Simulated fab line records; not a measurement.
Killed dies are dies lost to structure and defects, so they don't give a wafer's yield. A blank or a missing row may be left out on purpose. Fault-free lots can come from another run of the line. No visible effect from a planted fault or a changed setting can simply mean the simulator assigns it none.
Matching of chambers -- flow n5 finfet -- N5_MOL_CONTACT_COAG_CO_FILL_22 on cvd co-01 has 3 sister chambers
The step material Co, precursor CCTBA/H2, target thk 20 nm. 6 wafers are shown with their chamber, then 12 later ones without.

EACH WAFER AND ITS CHAMBER
wafer,chamber,heater power w (W)
L083.3,2,217
L083.4,0,234
L083.5,2,222
L085.3,1,253
L085.4,1,249
L085.5,0,227

WAFERS WITHOUT THEIR CHAMBER
wafer,heater power w (W)
L089.1,233
L089.3,215
L089.4,210
L090.1,233
L090.2,254
L090.3,220
L094.3,244
L094.4,248
L094.6,221
L096.2,250
L096.3,221
L096.5,251

CHAMBER TAKEN BY EACH
wafer,from the rows above,in truth
L089.1,0,0
L089.3,2,2
L089.4,2,2
L090.1,0,0
L090.2,1,1
L090.3,2,2
L094.3,can't be placed: 1 or 0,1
L094.4,1,1
L094.6,2,2
L096.2,1,1
L096.3,2,2
L096.5,1,1
Correct placement for 11 of the 12. Can't be placed from these rows: 1 (the true chamber is among the candidates in 1). 0 placed wrongly.
How it was worked out, from the rows above alone: a wafer's distance from a chamber is the root of the sum, over the readings, of the square of ((its reading less the chamber's mean) divided by the reading's scatter). If the next closest chamber is less than 2 further off than the closest, the wafer can't be placed; otherwise it belongs to the closest. A chamber's mean is the mean of its shown wafers. The scatter: take each reading less its chamber's mean, square it, sum over the shown wafers, divide by the number of wafers less the number of chambers, and take the root.
